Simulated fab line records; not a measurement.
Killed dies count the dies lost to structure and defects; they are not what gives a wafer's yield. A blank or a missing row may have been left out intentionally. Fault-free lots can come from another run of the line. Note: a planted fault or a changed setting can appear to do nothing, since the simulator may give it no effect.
Chamber matching || flow n5Finfet || rieDiel-02 running N5_FIN_SAQP_ETCH_67: 4 sister chambers
The step etches SiNx in CH3F/O2, target depth 30 nm. 4 wafers are shown with their chamber, then 10 later ones without.

== WAFERS, EACH WITH ITS CHAMBER ==
{"wafer": "L082.2", "chamber": 0, "showerheadPlenumPTorr (Torr)": 1.90}
{"wafer": "L082.6", "chamber": 2, "showerheadPlenumPTorr (Torr)": 2.08}
{"wafer": "L084.1", "chamber": 3, "showerheadPlenumPTorr (Torr)": 2.02}
{"wafer": "L084.3", "chamber": 1, "showerheadPlenumPTorr (Torr)": 2.08}

== WAFERS WHOSE CHAMBER IS MISSING ==
{"wafer": "L084.4", "showerheadPlenumPTorr (Torr)": 2.08}
{"wafer": "L087.1", "showerheadPlenumPTorr (Torr)": 1.90}
{"wafer": "L087.4", "showerheadPlenumPTorr (Torr)": 2.07}
{"wafer": "L087.5", "showerheadPlenumPTorr (Torr)": 2.08}
{"wafer": "L089.1", "showerheadPlenumPTorr (Torr)": 2.02}
{"wafer": "L089.4", "showerheadPlenumPTorr (Torr)": 1.90}
{"wafer": "L089.5", "showerheadPlenumPTorr (Torr)": 2.02}
{"wafer": "L092.2", "showerheadPlenumPTorr (Torr)": 2.01}
{"wafer": "L092.3", "showerheadPlenumPTorr (Torr)": 2.07}
{"wafer": "L092.4", "showerheadPlenumPTorr (Torr)": 2.08}

== WHICH CHAMBER EACH ONE RAN IN ==
{"wafer": "L084.4", "from the rows above": "can't be placed: 1 or 2", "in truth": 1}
{"wafer": "L087.1", "from the rows above": 0, "in truth": 0}
{"wafer": "L087.4", "from the rows above": "can't be placed: 1 or 2", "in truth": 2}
{"wafer": "L087.5", "from the rows above": "can't be placed: 1 or 2", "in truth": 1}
{"wafer": "L089.1", "from the rows above": 3, "in truth": 3}
{"wafer": "L089.4", "from the rows above": 0, "in truth": 0}
{"wafer": "L089.5", "from the rows above": 3, "in truth": 3}
{"wafer": "L092.2", "from the rows above": 3, "in truth": 3}
{"wafer": "L092.3", "from the rows above": "can't be placed: 1 or 2", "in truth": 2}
{"wafer": "L092.4", "from the rows above": "can't be placed: 1 or 2", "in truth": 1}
Correct placement for 5 of the 10. These rows do not allow placing 5 (true chamber among the candidates in 5). 0 placed wrongly.
How it was worked out, from the rows above alone: a wafer's distance from a chamber is the root of the sum, over the readings, of the square of ((its reading less the chamber's mean) divided by the reading's scatter). The wafer belongs to the nearest chamber; if the next one is less than 2 further off, it can't be placed. For every chamber, the mean is computed from those of its wafers that are shown. The scatter (one wafer shown for each chamber): square how far every hidden wafer sits from the nearest shown wafer, average those squares and take the square root.
